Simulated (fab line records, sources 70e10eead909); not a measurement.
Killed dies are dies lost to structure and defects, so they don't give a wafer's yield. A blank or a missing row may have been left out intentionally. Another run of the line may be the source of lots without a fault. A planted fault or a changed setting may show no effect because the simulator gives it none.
Comparing a struck lot with a sound one	flow nand_harc	15 steps out of a route of 1159
Sound: wafers L566.1, L566.3, L566.5. Wafers L567.1, L567.3, L567.6 were the ones struck. Last of all comes the cause.
Per side, at each step with rows, come the tool, then ch with its chambers, and then its first start. Under that, the readings that differ: sound wafers	struck wafers	difference of the means	sigmas: that difference in standard deviations of wafers without a fault.
alike: words and numbers the same on both sides, and readings whose means are apart by under 2 such deviations; not compared: readings that were withheld, readings missing a value for some wafer, numbers with overlapping values and no deviation given by the record, and bounds like >300 which may hide the same value.
A row with sigmas, a row that says differs or no value, or rows on one side alone: a step with any of these is where the two part. Non-overlapping numbers with no deviation appear without sigmas and do not part them. Lack of a reading on every wafer of one side parts them only where that side has two or more wafers.

first, 8 steps without rows for these wafers: NHARC_THIN_TSV_DEHYDRATE_25 (time 120 s); NHARC_THIN_TSV_HMDS_26 (time 30 s); NHARC_THIN_TSV_COAT_27; NHARC_THIN_TSV_SOFTBAKE_28 (time 95 s); NHARC_THIN_TSV_EBR_29; NHARC_THIN_TSV_EXPOSE_30 (exposes mask PAD); NHARC_THIN_TSV_PEB_31 (peb time 85 s); NHARC_THIN_TSV_DEVELOP_32 (time 70 s).
NHARC_THIN_TSV_CD_MEAS_33: the cd target is 5000 nm.
  sound on cd_sem-02 ch 0, day 19 11:41; struck on cd_sem-02 ch 0, day 19 12:53
  alike: cd_nm
then, 1 step without rows for these wafers: NHARC_THIN_TSV_HARDBAKE_34 (time 80 s).
NHARC_THIN_TSV_DESCUM_35: chemistry O2, time 3 s.
  sound on rie_diel-12 ch 1,2,3, day 19 11:53; struck on rie_diel-13 ch 0,1,3, day 19 13:02
  alike: drypump_motor_current_A, oes_product_au, rf_vpp_V, showerhead_plenum_p_Torr, throttle_valve_pct
  not compared: rf_hours_counter_h
NHARC_THIN_TSV_ETCH_59: etches the open film in Cl2/BCl3, target depth 880 nm, time 138.1 s.
  sound on rie_metal-01 ch 1, day 19 12:01; struck on rie_metal-02 ch 1, day 19 13:10
  alike: bcl3_flow_sccm, bias_w, drypump_motor_current_A, oes_product_au, throttle_valve_pct
  not compared: rf_hours_counter_h
NHARC_THIN_TSV_ETCH_36: etches the open film in Cl2/BCl3, target depth 65 nm, time 18.571 s.
  sound on rie_metal-01 ch 0,1, day 19 12:14; struck on rie_metal-02 ch 0,1, day 19 13:26
  no value came back on the struck wafers for chamber_pressure_mTorr (mTorr), drypump_motor_current_A (A), oes_product_au (a.u.); on the sound wafers chamber_pressure_mTorr (mTorr) reads 10.013 9.998 10.000
  not compared: rf_hours_counter_h
NHARC_THIN_TSV_STRIP_56: strips in O2.
  sound on plasma_asher-01 ch 0,1, day 19 12:23; struck on plasma_asher-02 ch 0,1, day 19 13:34
  alike: drypump_motor_current_A, heater_power_w, temp_c
  not compared: rf_hours_counter_h
NHARC_END_SORT_01:
  sound on prober-02 ch 0, day 19 22:35; struck on prober-01 ch 0, day 19 22:37
reading	sound	struck	difference	sigmas
defect_limited_yield (%)	95.3 95.6 96.8	0 0 0	-96	-68
killed_at_other	1 1 0	655 648 646	+649	+99 or more
killed_dies	32 30 22	677 677 677	+649	+71
sort_bin_2_pct (%)	1.9 1.9 0.7	97.9 98.1 96.5	+96.0	+99 or more
sort_n_pass	645 647 655	0 0 0	-649	-71
sort_rim_yield_pct (%)	96.2 97.2 99.1	0 0 0	-98	-32
sort_yield_pct (%)	95.3 95.6 96.8	0 0 0	-96	-68
  alike: killed_at_array, killed_at_periphery, killed_open, killed_short, sort_bin_3_pct, sort_bin_4_pct

## WHERE THEY PART
Earliest at NHARC_THIN_TSV_ETCH_36; latest, in this record, at NHARC_END_SORT_01.

WHY: whatever the simulator had introduced
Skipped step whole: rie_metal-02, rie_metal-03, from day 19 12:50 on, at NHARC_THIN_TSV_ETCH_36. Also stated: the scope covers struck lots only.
